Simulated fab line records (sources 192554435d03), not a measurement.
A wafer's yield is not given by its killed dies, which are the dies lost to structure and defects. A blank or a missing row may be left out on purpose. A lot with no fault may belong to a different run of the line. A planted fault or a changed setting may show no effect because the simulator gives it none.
2 desks, one fault || flow n5_finfet || what lay behind the numbers comes last; until then each desk has only its own

## DESK OF THE TOOL OWNER: rie_diel-05
The tool's own readings at N5_STI_FIN_REVEAL_ETCHBACK_08 (etches SiO2 in C4F6/O2, target depth 30.5 nm, time 10.167 s): means of the sampled wafers that have a number, for each lot that ran on this tool. Marked OUT: a lot whose mean sits more than 4 standard deviations from the usual mean, which makes it out of limits; the brackets give that distance.
Columns: A = O2_flow_sccm at N5_STI_FIN_REVEAL_ETCHBACK_08, usual 10.000 sccm; B = drypump_motor_current_A at N5_STI_FIN_REVEAL_ETCHBACK_08, usual 5.6 A; C = oes_product_au at N5_STI_FIN_REVEAL_ETCHBACK_08, usual 0.83 a.u.; D = rf_vpp_V at N5_STI_FIN_REVEAL_ETCHBACK_08, usual 663 V; E = showerhead_plenum_p_Torr at N5_STI_FIN_REVEAL_ETCHBACK_08, usual 2.85 Torr; F = throttle_valve_pct at N5_STI_FIN_REVEAL_ETCHBACK_08, usual 21.20 %
{"lot": "L601", "first seen here": "day 3 12:35", "A": 10.015, "B": 6.2, "C": 0.92, "D": 664, "E": 2.83, "F": 20.81}
{"lot": "L603", "first seen here": "day 3 21:54", "A": 10.002, "B": 5.4, "C": 0.94, "D": 660, "E": 2.84, "F": 20.84}
{"lot": "L605", "first seen here": "day 4 10:57", "A": 10.009, "B": 5.4, "C": 0.87, "D": 660, "E": 2.88, "F": 21.04}
{"lot": "L611", "first seen here": "day 6 00:09", "A": 10.002, "B": 5.8, "C": 0.91, "D": 667, "E": 2.90, "F": 20.90}
{"lot": "L613", "first seen here": "day 6 10:45", "A": 9.989, "B": 5.4, "C": 0.84, "D": 660, "E": 2.87, "F": 21.06}
Finding of this desk: none of the 5 lots has anything out of limits.

## METROLOGY DESK
What the gauges read for every lot (on any tool): the sampled wafers with a number, averaged. Marked OUT: a lot whose mean sits more than 4 standard deviations from the usual mean, which makes it out of limits; the brackets give that distance. It has 17 readings, of which 7 appear: the earliest out of limits, and the ones furthest out on some lot.
Columns: A = trench_depth_nm at N5_STI_FIN_REVEAL_FIN_H_MEAS_10, usual 52.1 nm; B = IOFF_N at N5_BEOL_M4_RC_MEAS_101, usual 0.158 nA/um; C = IOFF_N_85C at N5_BEOL_M4_RC_MEAS_101, usual 3.1 nA/um; D = IOFF_P at N5_BEOL_M4_RC_MEAS_101, usual 0.21 nA/um; E = IOFF_P_85C at N5_BEOL_M4_RC_MEAS_101, usual 3.6 nA/um; F = SS_N at N5_BEOL_M4_RC_MEAS_101, usual 71.5 mV/dec; G = SS_P at N5_BEOL_M4_RC_MEAS_101, usual 73.4 mV/dec
{"lot": "L597", "first seen here": "day 2 15:24", "A": 50.7, "B": 0.202, "C": 3.8, "D": 0.23, "E": 3.9, "F": 72.5, "G": 74.3}
{"lot": "L601", "first seen here": "day 3 15:32", "A": 53.1, "B": 0.185, "C": 3.6, "D": 0.22, "E": 3.6, "F": 71.7, "G": 74.0}
{"lot": "L603", "first seen here": "day 4 01:02", "A": 52.7, "B": 0.163, "C": 3.2, "D": 0.22, "E": 3.8, "F": 70.7, "G": 73.2}
{"lot": "L605", "first seen here": "day 4 13:55", "A": 51.8, "B": 0.146, "C": 2.9, "D": 0.21, "E": 3.5, "F": 71.9, "G": 73.3}
{"lot": "L611", "first seen here": "day 6 03:06", "A": "48.1 (-4.1) OUT", "B": "5.906 (+99 or more) OUT", "C": "59.2 (+99 or more) OUT", "D": "1.12 (+26) OUT", "E": "14.3 (+21) OUT", "F": "97.0 (+39) OUT", "G": "82.3 (+13) OUT"}
{"lot": "L613", "first seen here": "day 6 13:42", "A": 49.7, "B": "5.685 (+99 or more) OUT", "C": "54.0 (+99 or more) OUT", "D": "0.76 (+16) OUT", "E": "10.1 (+13) OUT", "F": "95.7 (+37) OUT", "G": "79.9 (+9.2) OUT"}
{"lot": "L617", "first seen here": "day 7 15:54", "A": 50.7, "B": 0.179, "C": 3.3, "D": 0.21, "E": 3.6, "F": 71.7, "G": 73.4}
{"lot": "L619", "first seen here": "day 8 04:50", "A": 52.0, "B": 0.152, "C": 2.9, "D": 0.21, "E": 3.7, "F": 71.8, "G": 73.5}
{"lot": "L620", "first seen here": "day 8 07:34", "A": 52.0, "B": 0.109, "C": 2.2, "D": 0.16, "E": 2.9, "F": 71.1, "G": 72.3}
This desk finds L611, L613 out of limits, L611 being first, at day 6 03:06 (trench_depth_nm at N5_STI_FIN_REVEAL_FIN_H_MEAS_10). L597, L601, L603, L605, L617, L619, L620 stayed within limits.

## PUT TOGETHER
L611, L613 would have let the metrology desk raise an alarm at day 6 03:06.
Nothing out of limits was seen by the tool owner's desk.
The tool owner's desk has L611, L613 on record, within its limits.
Of the lots named, all ran N5_STI_FIN_REVEAL_ETCHBACK_08 on rie_diel-05.

## WHAT THE SIMULATOR HAD PUT IN
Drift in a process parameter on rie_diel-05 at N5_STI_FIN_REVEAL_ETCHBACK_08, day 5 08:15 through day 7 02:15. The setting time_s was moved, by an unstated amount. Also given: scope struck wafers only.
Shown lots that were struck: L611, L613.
Time in hours between the start of the fault and the first out-of-limits reading at each desk: metrology desk, 19.
